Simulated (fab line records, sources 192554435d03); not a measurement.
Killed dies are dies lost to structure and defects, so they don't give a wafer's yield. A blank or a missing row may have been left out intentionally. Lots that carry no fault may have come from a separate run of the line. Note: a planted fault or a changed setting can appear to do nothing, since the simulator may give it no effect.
One fault seen from 2 desks | flow n5-finfet | only its own numbers are on each desk; what lay behind them is given at the end

## DESK OF THE TOOL OWNER: rie-diel-02
The tool's own readings at N5_PASSIVATION_VIA_ETCH_13 (etches SiO2 in CHF3/O2, target depth 660 nm, time 330 s): means of the sampled wafers that have a number, for each lot that ran on this tool. The brackets show how far a lot's mean lies from the usual mean; more than 4 standard deviations puts the lot out of limits, marked OUT.
Columns: A = drypump-motor-current-A at N5_PASSIVATION_VIA_ETCH_13, usual 5.6 A; B = etch-rf-on-time-s at N5_PASSIVATION_VIA_ETCH_13, usual 240 s; C = oes-product-au at N5_PASSIVATION_VIA_ETCH_13, usual 0.73 a.u.; D = rf-vpp-V at N5_PASSIVATION_VIA_ETCH_13, usual 514 V; E = showerhead-plenum-p-Torr at N5_PASSIVATION_VIA_ETCH_13, usual 2.41 Torr; F = throttle-valve-pct at N5_PASSIVATION_VIA_ETCH_13, usual 18.91 %
lot  | first seen here | A   | B             | C    | D   | E    | F
L633 | day 12 14:14    | 5.6 | 241           | 0.74 | 512 | 2.30 | 19.09
L634 | day 13 02:56    | 5.8 | 238           | 0.73 | 530 | 2.35 | 19.00
L640 | day 14 05:32    | 5.7 | 420 (+35) OUT | 0.52 | 524 | 2.22 | 19.25
L645 | day 15 20:08    | 5.8 | 292 (+10) OUT | 0.69 | 513 | 2.37 | 18.82
This desk finds L640, L645 out of limits, L640 being first, at day 14 05:32 (etch-rf-on-time-s at N5_PASSIVATION_VIA_ETCH_13). L633, L634: within limits.

## THE METROLOGY DESK
Lot by lot, what the gauges showed, no matter which tool ran the lot: averages of those sampled wafers that carry a number. The brackets show how far a lot's mean lies from the usual mean; more than 4 standard deviations puts the lot out of limits, marked OUT.
Columns: A = cd-nm at N5_MIM_TOP_LITHO_CD_MEAS_08, usual 2000.6 nm; B = cd-nm at N5_MIM_BOT_LITHO_CD_MEAS_08, usual 3001.0 nm
lot  | first seen here | A      | B
L630 | day 11 22:42    | 1998.7 | 3001.2
L633 | day 12 11:40    | 2000.1 | 3006.3
L632 | day 12 12:57    | 1999.5 | 3001.0
L635 | day 12 18:30    | 1999.7 | 3000.8
L634 | day 12 23:27    | 2002.9 | 3002.1
L636 | day 13 06:51    | 1998.2 | 3000.0
L640 | day 14 01:25    | 2000.4 | 3004.4
L645 | day 15 16:26    | 1999.3 | 3001.6
L648 | day 16 06:01    | 2003.2 | 2999.5
L647 | day 16 06:50    | 1998.2 | 3002.1
L650 | day 16 14:28    | 1998.3 | 3000.9
L651 | day 17 00:16    | 2003.9 | 3000.5
Finding of this desk: none of the 12 lots has anything out of limits.

## PUT TOGETHER
At day 14 05:32, on L640, L645, the tool owner's desk was in a position to raise an alarm.
At the metrology desk, nothing out of limits was observed.
The metrology desk holds a record of L640, L645, inside its limits.
Of the lots named, all ran N5_PASSIVATION_VIA_ETCH_13 on rie-diel-02.

## WHAT THE SIMULATOR HAD PUT IN
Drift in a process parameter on rie-diel-02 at N5_PASSIVATION_VIA_ETCH_13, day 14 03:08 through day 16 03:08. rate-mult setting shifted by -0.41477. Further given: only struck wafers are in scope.
Struck lots among those shown: L640, L645.
Hours from the fault's start to each desk's first reading out of limits: the tool owner's desk, 2.
